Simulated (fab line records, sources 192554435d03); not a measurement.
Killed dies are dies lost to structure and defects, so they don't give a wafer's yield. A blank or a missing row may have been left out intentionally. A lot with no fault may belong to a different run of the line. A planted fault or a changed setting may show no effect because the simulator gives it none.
Struck lot and sound lot, side by side :: flow n5Finfet :: 17 steps out of a route of 1938
Sound: wafers L688.3, L688.5, L688.6. Struck: wafer L697.3 (left out: L697.4, L697.6 of the same lot, which were not struck); the cause appears at the end.
Per side, at each step with rows, come the tool, then ch with its chambers, and then its first start. Under that, the readings that differ: sound wafers :: struck wafers :: difference of the means :: sigmas: that difference in standard deviations of wafers without a fault.
alike: readings whose means differ by less than 2 such deviations, and words and numbers that are the same on both sides. not compared: withheld readings, readings that some wafer has no value for, bounds like >300 that may hide the same value, and numbers for which the record gives no deviation and whose values overlap.
The two part at a step that has a row with sigmas, a row that says differs or no value, or rows on one side only. When numbers do not overlap yet have no deviation, they are printed without sigmas and do not part them. A reading that every wafer of one side lacks parts them only if that side has two wafers or more.

N5_BEOL_M0_SAQP_HM_DEP_111: deposits SiO2 from SiH4/N2O, target thk 12 nm, time 7.2 s.
  sound on pecvd-02 ch 0,2, day 6 14:49; struck on pecvd-02 ch 2, day 8 13:49
  alike: heaterPowerW, showerheadPlenumPTorr
then, 8 steps without rows for these wafers: N5_BEOL_M0_SAQP_COAT_81 (time 60 s, resist thk 100 nm); N5_BEOL_M0_SAQP_COAT_82 (time 60 s, resist thk 30 nm); N5_BEOL_M0_SAQP_COAT_08 (resist thk 90 nm); N5_BEOL_M0_SAQP_EBR_10; N5_BEOL_M0_SAQP_SOFTBAKE_09 (time 60 s); N5_BEOL_M0_SAQP_EXPOSE_11 (exposes mask M0 CORE, target cd 42 nm); N5_BEOL_M0_SAQP_PEB_12 (peb time 60 s); N5_BEOL_M0_SAQP_DEVELOP_13 (develop time 30 s).
N5_BEOL_M0_SAQP_CD_MEAS_14 targets a cd of 42.5 nm.
  sound on cdSem-01 ch 0, day 6 15:08; struck on cdSem-03 ch 0, day 8 14:16
  alike: cdNm
N5_BEOL_M0_SAQP_OVL_MEAS_15:
  sound on overlay-01 ch 0, day 6 15:10; struck on overlay-02 ch 0, day 8 14:17
  alike: M0_CORE_OVL
N5_BEOL_M0_SAQP_INSPECT_16: inspects for defects (brightfield).
  sound on defectInspect-02 at day 6 15:11; struck on defectInspect-02 at day 8 14:19
  alike: rawDefectCount
N5_BEOL_M0_SAQP_DESCUM_19: chemistry O2, time 7.9 s.
  sound on rieDiel-05 ch 0,1, day 6 15:13; struck on rieDiel-04 ch 0, day 8 14:20
reading: model.CAR-ArF_of_BEOL_M0_SAQP_COAT_08.thkNm (nm)
sound: 83.6 83.4 83.4
struck: 83.2
difference: -0.3
sigmas: 
  alike: drypumpMotorCurrentA, o2FlowSccm, oesProductAu, rfVppV, showerheadPlenumPTorr, throttleValvePct
  not compared: rfHoursCounterH
N5_BEOL_M0_SAQP_ETCH_83: etches SiARC in CF4, target depth 39 nm, time 65 s.
  sound on rieDiel-05 ch 0,1, day 6 15:15; struck on rieDiel-04 ch 0, day 8 14:23
reading: model.CAR-ArF_of_BEOL_M0_SAQP_COAT_08.thkNm (nm)
sound: 55.6 55.6 55.6
struck: 55
difference: -1
sigmas: 
  alike: drypumpMotorCurrentA, etchRfOnTimeS, oesProductAu, rfVppV, showerheadPlenumPTorr, throttleValvePct
  not compared: rfHoursCounterH
N5_BEOL_M0_SAQP_ETCH_84: etches SOC in N2/H2, target depth 100 nm, overetch 20 nm, time 150 s.
  sound on rieDiel-05 ch 0,1, day 6 15:18; struck on rieDiel-04 ch 0, day 8 14:26
reading: throttleValvePct (%)
sound: 18.15 18.14 18.63
struck: 17.67
difference: -0.64
sigmas: -3
  alike: drypumpMotorCurrentA, oesProductAu, rfVppV, showerheadPlenumPTorr
  not compared: rfHoursCounterH
-- the record jumps here: 3 days lie between the struck wafers' starts before and after (it left off in module BEOL_M0_SAQP and takes up again in module BEOL_M4, whose first step shown is number 1111 of the route) --
N5_BEOL_M4_RC_MEAS_101:
  sound on prober-02 ch 0, day 8 17:28; struck on prober-02 ch 0, day 11 05:05
reading: IOFF_P (nA/um)
sound: 0.18 0.20 0.18
struck: 0.25
difference: +0.06
sigmas: +2

reading: ION_P (uA/um)
sound: 455 458 445
struck: 468
difference: +15
sigmas: +2
  alike: DIBL_N, DIBL_P, IOFF_N, ION_N, SS_N, SS_P, VT_N, VT_P
-- the record jumps here: 5 days lie between the struck wafers' starts before and after (it left off in module BEOL_M4 and takes up again in module PASSIVATION, whose first step shown is number 1936 of the route) --
N5_PASSIVATION_PROBE_49:
  only the struck wafers here have rows in the record (prober-02, day 15 21:21); the sound ones have none

WHERE THEY PART
First at N5_BEOL_M0_SAQP_ETCH_84; last, within this record, at N5_PASSIVATION_PROBE_49.

WHY: the cause the simulator had injected
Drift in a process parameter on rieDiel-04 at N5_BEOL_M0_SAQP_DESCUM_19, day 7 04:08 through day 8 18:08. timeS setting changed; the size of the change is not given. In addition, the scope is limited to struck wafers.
